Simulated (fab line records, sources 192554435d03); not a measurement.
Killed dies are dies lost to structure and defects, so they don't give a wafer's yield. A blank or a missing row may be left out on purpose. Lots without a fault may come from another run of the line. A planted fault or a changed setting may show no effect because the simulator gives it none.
Which tool did it? | flow n5_finfet | 22 lots, 66 wafers sampled, at 1 step of a route of 1938

WHAT THE GAUGES READ, wafer by wafer
N5_MOL_CONTACT_COAG_CD_MEAS_40: target cd 25.1 nm.
lot  | measured     | on        | cd_nm (nm)
L074 | day 5 07:50  | cd_sem-01 | 25.20 24.77 25.18
L075 | day 5 13:53  | cd_sem-03 | 25.56 25.27 25.54
L077 | day 5 23:31  | cd_sem-02 | 25.27 24.97 25.17
L078 | day 6 04:33  | cd_sem-02 | 25.20 24.71 25.15
L079 | day 6 11:19  | cd_sem-03 | 25.27 25.52 25.70
L080 | day 6 15:07  | cd_sem-01 | 25.30 25.12 24.99
L081 | day 7 06:16  | cd_sem-01 | 25.34 24.89 25.30
L082 | day 7 06:20  | cd_sem-03 | 25.10 24.72 24.83
L083 | day 7 13:39  | cd_sem-01 | 25.29 25.26 25.38
L084 | day 7 17:28  | cd_sem-01 | 25.41 25.28 25.39
L086 | day 8 06:13  | cd_sem-01 | 25.52 25.28 25.19
L085 | day 8 06:43  | cd_sem-01 | 24.63 25.18 25.07
L088 | day 8 15:59  | cd_sem-01 | 25.44 24.74 25.19
L089 | day 9 00:17  | cd_sem-03 | 25.05 25.11 25.03
L090 | day 9 03:04  | cd_sem-01 | 25.55 25.20 25.49
L091 | day 9 07:55  | cd_sem-02 | 24.84 25.48 25.20
L092 | day 9 13:52  | cd_sem-02 | 25.17 25.24 24.74
L093 | day 9 21:49  | cd_sem-03 | 25.29 25.21 25.46
L094 | day 10 03:29 | cd_sem-01 | 25.00 24.96 24.85
L095 | day 10 07:41 | cd_sem-01 | 25.13 24.82 24.98
L096 | day 10 12:15 | cd_sem-03 | 24.98 25.27 25.42
L097 | day 10 19:04 | cd_sem-01 | 25.21 24.59 24.97

WHICH TOOL RAN EACH LOT (tool, then ch and the chambers of the sampled wafers, then the start)
The record holds no process step before these readings.

WHAT THE TOOLS THEMSELVES READ (means of the sampled wafers that have a number; where no wafer has one, the mark that the record gives instead)
The record holds no such reading with a usual standard deviation.

THE ANSWER, worked out from the rows above alone
Rule: what is usual is taken from the lots themselves. Put in order of their means at a reading, lots are off if they are a third of the lots or fewer, leave a main group of 4 or more, and stand apart from it by a gap of 3 or more times the standard deviation of the main group's means; of several such gaps the widest counts. A main group whose means are all the same, to the digits that the tables above print for the reading, isn't used. A lot without any number at a reading at which 4 lots or more have one is off too. The other lots that the step has rows for count as sound. The gauges are gone through in route order, then the tools' own readings, and for those a lot's mean is taken as printed above. The first step at which some lot is off is used, and at that step the reading that is off furthest; a lot without a number counts as furthest.
No lot is off at any reading shown: from this, nothing can be told.

WHAT THE SIMULATOR HAD PUT IN
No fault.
